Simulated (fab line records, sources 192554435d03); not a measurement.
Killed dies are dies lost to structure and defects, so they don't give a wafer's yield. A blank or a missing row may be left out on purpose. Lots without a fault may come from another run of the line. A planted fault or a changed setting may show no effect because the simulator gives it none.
Which tool did it? | flow n5_finfet | 24 lots, 72 wafers sampled, at 6 steps of a route of 1938

WHAT THE GAUGES READ, wafer by wafer
N5_BEOL_M6_INSPECT_13: inspects for defects (brightfield).
lot  | measured     | on                | raw_defect_count
L074 | day 8 08:53  | defect_inspect-01 | 462 346 340
L077 | day 9 05:40  | defect_inspect-01 | 376 402 434
L076 | day 9 07:20  | defect_inspect-01 | 363 338 407
L075 | day 9 17:27  | defect_inspect-02 | 566 449 532
L078 | day 10 00:01 | defect_inspect-01 | 452 409 335
L079 | day 10 23:10 | defect_inspect-02 | 341 329 350
L080 | day 10 23:19 | defect_inspect-02 | 368 336 344
L082 | day 11 00:25 | defect_inspect-02 | 382 452 389
L081 | day 11 04:17 | defect_inspect-02 | 342 388 322
L083 | day 11 08:11 | defect_inspect-02 | 481 505 677
L085 | day 12 04:35 | defect_inspect-02 | 459 422 441
L084 | day 12 05:57 | defect_inspect-02 | 476 518 468
L087 | day 12 10:13 | defect_inspect-02 | 319 414 325
L088 | day 12 10:31 | defect_inspect-02 | 262 299 337
L089 | day 12 15:07 | defect_inspect-02 | 461 413 616
L086 | day 12 15:17 | defect_inspect-02 | 349 370 492
L090 | day 12 23:35 | defect_inspect-02 | 268 308 291
L091 | day 13 09:42 | defect_inspect-02 | 540 611 471
L092 | day 13 18:04 | defect_inspect-01 | 249 333 329
L093 | day 13 22:52 | defect_inspect-01 | 326 751 403
L095 | day 14 22:08 | defect_inspect-02 | 290 356 439
L094 | day 15 03:13 | defect_inspect-02 | 391 458 392
L096 | day 15 03:23 | defect_inspect-01 | 296 463 482
L097 | day 16 02:50 | defect_inspect-01 | 456 392 245

N5_BEOL_M7_INSPECT_30: inspects for defects (brightfield).
lot  | measured     | on                | raw_defect_count
L074 | day 8 21:08  | defect_inspect-02 | 468 462 610
L077 | day 9 16:29  | defect_inspect-01 | 451 421 497
L076 | day 9 18:10  | defect_inspect-01 | 429 354 351
L075 | day 10 04:49 | defect_inspect-02 | 373 377 364
L078 | day 10 09:50 | defect_inspect-01 | 512 421 291
L079 | day 11 10:31 | defect_inspect-02 | 645 669 389
L080 | day 11 10:10 | defect_inspect-01 | 387 389 331
L082 | day 11 10:20 | defect_inspect-02 | 306 406 289
L081 | day 11 17:03 | defect_inspect-02 | 320 412 317
L083 | day 11 17:08 | defect_inspect-01 | 401 429 403
L085 | day 12 14:38 | defect_inspect-02 | 560 430 658
L084 | day 12 16:42 | defect_inspect-02 | 461 380 333
L087 | day 12 22:10 | defect_inspect-02 | 424 632 463
L088 | day 12 22:24 | defect_inspect-02 | 453 314 402
L089 | day 13 04:37 | defect_inspect-01 | 335 466 362
L086 | day 13 04:34 | defect_inspect-02 | 312 349 296
L090 | day 13 11:25 | defect_inspect-02 | 439 372 383
L091 | day 13 18:38 | defect_inspect-01 | 330 198 243
L092 | day 14 06:52 | defect_inspect-02 | 405 319 352
L093 | day 14 11:48 | defect_inspect-01 | 407 305 494
L095 | day 15 10:55 | defect_inspect-01 | 441 478 445
L094 | day 15 10:58 | defect_inspect-02 | 530 328 540
L096 | day 15 13:05 | defect_inspect-02 | 578 457 354
L097 | day 16 09:55 | defect_inspect-01 | 464 535 515

N5_BEOL_M7_CD_MEAS_35: target cd 40 nm.
lot  | measured     | on        | cd_nm (nm)
L074 | day 8 23:52  | cd_sem-03 | 40.5 39.3 39.1
L077 | day 9 17:19  | cd_sem-01 | 39.6 38.5 39.9
L076 | day 9 18:47  | cd_sem-03 | 39.2 39.9 39.9
L075 | day 10 05:27 | cd_sem-02 | 39.6 40.4 39.3
L078 | day 10 10:52 | cd_sem-01 | 40.3 40.2 40.7
L079 | day 11 11:14 | cd_sem-03 | 39.4 39.4 39.3
L080 | day 11 10:50 | cd_sem-02 | 40.1 41.7 40.5
L082 | day 11 11:01 | cd_sem-02 | 40.0 40.2 39.7
L081 | day 11 17:52 | cd_sem-02 | 40.5 40.3 40.8
L083 | day 11 17:53 | cd_sem-03 | 40.3 40.1 40.1
L085 | day 12 15:17 | cd_sem-01 | 40.3 40.4 39.6
L084 | day 12 17:26 | cd_sem-02 | 39.6 38.7 39.6
L087 | day 12 22:48 | cd_sem-02 | 39.8 40.1 40.0
L088 | day 12 23:14 | cd_sem-02 | 38.9 38.8 39.4
L089 | day 13 05:42 | cd_sem-03 | 39.9 40.5 40.0
L086 | day 13 05:19 | cd_sem-02 | 39.5 39.6 39.9
L090 | day 13 12:02 | cd_sem-03 | 39.2 39.3 39.5
L091 | day 13 19:15 | cd_sem-01 | 39.4 39.1 39.7
L092 | day 14 07:29 | cd_sem-03 | 39.2 39.3 39.9
L093 | day 14 12:38 | cd_sem-02 | 40.2 41.3 40.5
L095 | day 15 11:35 | cd_sem-02 | 39.9 39.8 39.6
L094 | day 15 11:38 | cd_sem-01 | 40.0 39.9 40.1
L096 | day 15 13:43 | cd_sem-03 | 40.1 41.1 40.3
L097 | day 16 10:33 | cd_sem-02 | 40.6 40.7 40.6

WHICH TOOL RAN EACH LOT (tool, then ch and the chambers of the sampled wafers, then the start)
lot  | N5_BEOL_M6_ETCH_62                 | N5_BEOL_M6_STRIP_19                | N5_BEOL_M7_CURE_74
L074 | rie_diel-01 ch 1,2, day 8 09:10    | rie_diel-06 ch 0,2,3, day 8 09:31  | uv_cure-03 ch 2, day 8 16:14
L077 | rie_diel-02 ch 0,1,3, day 9 05:47  | rie_diel-06 ch 0,2, day 9 06:05    | uv_cure-03 ch 1, day 9 13:08
L076 | rie_diel-02 ch 0,2,3, day 9 07:28  | rie_diel-01 ch 1,2,3, day 9 08:19  | uv_cure-03 ch 2, day 9 14:31
L075 | rie_diel-02 ch 1,2,3, day 9 17:35  | rie_diel-06 ch 0,2, day 9 17:52    | uv_cure-03 ch 0, day 10 00:26
L078 | rie_diel-02 ch 0,2,3, day 10 00:23 | rie_diel-02 ch 1,2,3, day 10 00:44 | uv_cure-03 ch 1, day 10 05:46
L079 | rie_diel-02 ch 0,1, day 10 23:17   | rie_diel-06 ch 0,1,3, day 10 23:41 | uv_cure-01 ch 2, day 11 06:26
L080 | rie_diel-06 ch 0,1,3, day 10 23:28 | rie_diel-06 ch 2,3, day 10 23:49   | uv_cure-03 ch 2, day 11 05:53
L082 | rie_diel-01 ch 0,1,3, day 11 00:32 | rie_diel-06 ch 0,1, day 11 00:56   | uv_cure-02 ch 0, day 11 07:27
L081 | rie_diel-01 ch 0,1, day 11 04:35   | rie_diel-06 ch 1,2,3, day 11 04:54 | uv_cure-03 ch 2, day 11 11:52
L083 | rie_diel-06 ch 0,1,3, day 11 08:18 | rie_diel-01 ch 1,2,3, day 11 08:43 | uv_cure-03 ch 1, day 11 13:23
L085 | rie_diel-02 ch 0,3, day 12 04:48   | rie_diel-02 ch 0,1,3, day 12 05:18 | uv_cure-01 ch 1, day 12 11:09
L084 | rie_diel-01 ch 0,3, day 12 06:04   | rie_diel-01 ch 0,1,2, day 12 06:25 | uv_cure-01 ch 2, day 12 13:27
L087 | rie_diel-01 ch 0,3, day 12 10:21   | rie_diel-01 ch 2,3, day 12 10:38   | uv_cure-02 ch 2, day 12 16:55
L088 | rie_diel-06 ch 0,2,3, day 12 10:38 | rie_diel-06 ch 1,2,3, day 12 11:17 | uv_cure-02 ch 2, day 12 18:14
L089 | rie_diel-01 ch 1,2,3, day 12 15:15 | rie_diel-01 ch 0,1,2, day 12 15:33 | uv_cure-01 ch 2, day 12 21:07
L086 | rie_diel-06 ch 0,2,3, day 12 15:37 | rie_diel-02 ch 1,2,3, day 12 15:55 | uv_cure-03 ch 0, day 12 21:46
L090 | rie_diel-01 ch 0,1,3, day 12 23:55 | rie_diel-01 ch 0,2,3, day 13 00:16 | uv_cure-03 ch 1, day 13 08:02
L091 | rie_diel-06 ch 0,2,3, day 13 09:49 | rie_diel-06 ch 1,2,3, day 13 10:16 | uv_cure-02 ch 2, day 13 15:49
L092 | rie_diel-01 ch 1,2,3, day 13 18:11 | rie_diel-01 ch 0,1,3, day 13 18:29 | uv_cure-01 ch 0, day 13 23:20
L093 | rie_diel-06 ch 0,1,3, day 13 22:59 | rie_diel-06 ch 0,1,3, day 13 23:17 | uv_cure-02 ch 2, day 14 06:16
L095 | rie_diel-02 ch 0,1,3, day 14 22:16 | rie_diel-01 ch 1,2, day 14 22:34   | uv_cure-03 ch 0, day 15 05:38
L094 | rie_diel-06 ch 1,2,3, day 15 03:21 | rie_diel-01 ch 1,2, day 15 03:39   | uv_cure-02 ch 2, day 15 07:59
L096 | rie_diel-02 ch 0,1, day 15 03:31   | rie_diel-06 ch 1,2, day 15 03:49   | uv_cure-01 ch 1, day 15 09:31
L097 | rie_diel-01 ch 0,1,2, day 16 02:57 | rie_diel-01 ch 0,1,3, day 16 03:15 | uv_cure-01 ch 0, day 16 07:25
- N5_BEOL_M6_ETCH_62: etches SOC in N2/H2, target depth 110 nm, overetch 22 nm, time 165 s.
- N5_BEOL_M6_STRIP_19: strips in O2.
- N5_BEOL_M7_CURE_74: cures SiCOH lowk, time 240 s.

WHAT THE TOOLS THEMSELVES READ (means of the sampled wafers that have a number; where no wafer has one, the mark that the record gives instead)
N5_BEOL_M6_ETCH_62.
lot  | tool        | drypump_motor_current_A (A) | h2_flow_sccm (sccm) | oes_product_au (a.u.) | rf_vpp_V (V) | showerhead_plenum_p_Torr (Torr) | throttle_valve_pct (%)
L074 | rie_diel-01 | 5.7                         | 199.5               | 0.71                  | 523.5        | 2.57                            | 17.87
L077 | rie_diel-02 | 5.5                         | 200.7               | 0.64                  | 523.4        | 2.54                            | 18.00
L076 | rie_diel-02 | 5.5                         | 199.9               | 0.63                  | 522.8        | 2.49                            | 18.15
L075 | rie_diel-02 | 5.2                         | 200.1               | 0.62                  | 523.0        | 2.53                            | 18.18
L078 | rie_diel-02 | 5.5                         | 200.0               | 0.62                  | 521.3        | 2.49                            | 18.16
L079 | rie_diel-02 | 5.9                         | 199.6               | 0.63                  | 521.7        | 2.47                            | 17.81
L080 | rie_diel-06 | 5.4                         | 200.2               | 0.67                  | 523.7        | 2.51                            | 17.96
L082 | rie_diel-01 | 5.7                         | 200.1               | 0.68                  | 524.7        | 2.55                            | 17.85
L081 | rie_diel-01 | 5.7                         | 200.1               | 0.72                  | 524.8        | 2.57                            | 17.70
L083 | rie_diel-06 | 5.4                         | 200.2               | 0.67                  | 522.1        | 2.51                            | 17.95
L085 | rie_diel-02 | 5.8                         | 200.5               | 0.62                  | 522.9        | 2.49                            | 18.02
L084 | rie_diel-01 | 5.7                         | 200.1               | 0.65                  | 524.4        | 2.54                            | 17.98
L087 | rie_diel-01 | 5.7                         | 199.4               | 0.65                  | 524.3        | 2.54                            | 17.98
L088 | rie_diel-06 | 5.4                         | 200.1               | 0.60                  | 524.1        | 2.55                            | 18.07
L089 | rie_diel-01 | 5.7                         | 200.1               | 0.66                  | 523.5        | 2.54                            | 17.92
L086 | rie_diel-06 | 5.4                         | 200.0               | 0.59                  | 523.8        | 2.55                            | 18.08
L090 | rie_diel-01 | 5.7                         | 200.0               | 0.66                  | 524.2        | 2.54                            | 17.88
L091 | rie_diel-06 | 5.4                         | 200.0               | 0.59                  | 523.2        | 2.55                            | 18.10
L092 | rie_diel-01 | 5.7                         | 199.3               | 0.64                  | 524.2        | 2.54                            | 17.94
L093 | rie_diel-06 | 5.4                         | 200.1               | 0.65                  | 522.8        | 2.50                            | 17.99
L095 | rie_diel-02 | 5.5                         | 200.0               | 0.61                  | 523.7        | 2.52                            | 18.08
L094 | rie_diel-06 | 5.4                         | 199.7               | 0.63                  | 523.7        | 2.50                            | 17.95
L096 | rie_diel-02 | 5.6                         | 200.0               | 0.61                  | 522.6        | 2.49                            | 17.89
L097 | rie_diel-01 | 5.7                         | 198.6               | 0.66                  | 523.5        | 2.55                            | 17.94

N5_BEOL_M6_STRIP_19.
lot  | tool        | drypump_motor_current_A (A) | oes_product_au (a.u.) | rf_vpp_V (V) | showerhead_plenum_p_Torr (Torr) | throttle_valve_pct (%)
L074 | rie_diel-06 | 5.4                         | 0.72                  | 3.6          | 2.11                            | 16.86
L077 | rie_diel-06 | 5.1                         | 0.69                  | 3.0          | 2.16                            | 16.89
L076 | rie_diel-01 | 5.7                         | 0.81                  | 3.0          | 2.10                            | 16.75
L075 | rie_diel-06 | 5.2                         | 0.70                  | 3.6          | 2.17                            | 17.03
L078 | rie_diel-02 | 5.2                         | 0.73                  | 3.7          | 2.10                            | 17.05
L079 | rie_diel-06 | 5.4                         | 0.78                  | 3.5          | 2.07                            | 16.78
L080 | rie_diel-06 | 5.4                         | 0.70                  | 3.9          | 2.09                            | 16.77
L082 | rie_diel-06 | 5.2                         | 0.86                  | 3.5          | 2.09                            | 16.67
L081 | rie_diel-06 | 5.4                         | 0.78                  | 3.2          | 2.06                            | 16.66
L083 | rie_diel-01 | 5.7                         | 0.79                  | 3.7          | 2.10                            | 16.77
L085 | rie_diel-02 | 5.5                         | 0.73                  | 3.1          | 2.09                            | 16.87
L084 | rie_diel-01 | 5.7                         | 0.81                  | 3.1          | 2.11                            | 16.75
L087 | rie_diel-01 | 5.7                         | 0.74                  | 3.4          | 2.08                            | 16.91
L088 | rie_diel-06 | 5.4                         | 0.76                  | 3.4          | 2.05                            | 16.66
L089 | rie_diel-01 | 5.7                         | 0.80                  | 3.7          | 2.11                            | 16.75
L086 | rie_diel-02 | 5.2                         | 0.72                  | 3.8          | 2.09                            | 17.08
L090 | rie_diel-01 | 5.7                         | 0.76                  | 3.5          | 2.09                            | 16.88
L091 | rie_diel-06 | 5.4                         | 0.76                  | 3.4          | 2.05                            | 16.69
L092 | rie_diel-01 | 5.7                         | 0.78                  | 3.3          | 2.09                            | 16.77
L093 | rie_diel-06 | 5.4                         | 0.76                  | 3.9          | 2.06                            | 16.82
L095 | rie_diel-01 | 5.7                         | 0.77                  | 3.1          | 2.10                            | 16.81
L094 | rie_diel-01 | 5.7                         | 0.80                  | 3.5          | 2.11                            | 16.71
L096 | rie_diel-06 | 5.1                         | 0.73                  | 3.7          | 2.10                            | 16.70
L097 | rie_diel-01 | 5.7                         | 0.76                  | 3.4          | 2.08                            | 16.82

N5_BEOL_M7_CURE_74.
lot  | tool       | lamp_power_pct (%) | wafer_temp_C_max
L074 | uv_cure-03 | 52.32              | 386.2
L077 | uv_cure-03 | 52.33              | 386.3
L076 | uv_cure-03 | 52.30              | 386.3
L075 | uv_cure-03 | 52.30              | 386.6
L078 | uv_cure-03 | 52.27              | 386.4
L079 | uv_cure-01 | 52.31              | 387.0
L080 | uv_cure-03 | 52.33              | 386.1
L082 | uv_cure-02 | 52.28              | 387.2
L081 | uv_cure-03 | 52.22              | 386.1
L083 | uv_cure-03 | 52.27              | 386.7
L085 | uv_cure-01 | 52.31              | 386.4
L084 | uv_cure-01 | 52.36              | 386.5
L087 | uv_cure-02 | 52.33              | 385.8
L088 | uv_cure-02 | 52.35              | 386.0
L089 | uv_cure-01 | 52.32              | 387.6
L086 | uv_cure-03 | 52.28              | 386.8
L090 | uv_cure-03 | 52.33              | 386.5
L091 | uv_cure-02 | 52.34              | 386.1
L092 | uv_cure-01 | 52.27              | 386.8
L093 | uv_cure-02 | 52.32              | 386.4
L095 | uv_cure-03 | 52.35              | 387.0
L094 | uv_cure-02 | 52.25              | 386.7
L096 | uv_cure-01 | 52.25              | 386.2
L097 | uv_cure-01 | 52.26              | 386.9

THE ANSWER, worked out from the rows above alone
Rule: what is usual is taken from the lots themselves. Put in order of their means at a reading, lots are off if they are a third of the lots or fewer, leave a main group of 4 or more, and stand apart from it by a gap of 3 or more times the standard deviation of the main group's means; of several such gaps the widest counts. A main group whose means are all the same, to the digits that the tables above print for the reading, isn't used. A lot without any number at a reading at which 4 lots or more have one is off too. The other lots that the step has rows for count as sound. The gauges are gone through in route order, then the tools' own readings, and for those a lot's mean is taken as printed above. The first step at which some lot is off is used, and at that step the reading that is off furthest; a lot without a number counts as furthest.
No lot is off at any reading shown: from this, nothing can be told.

WHAT THE SIMULATOR HAD PUT IN
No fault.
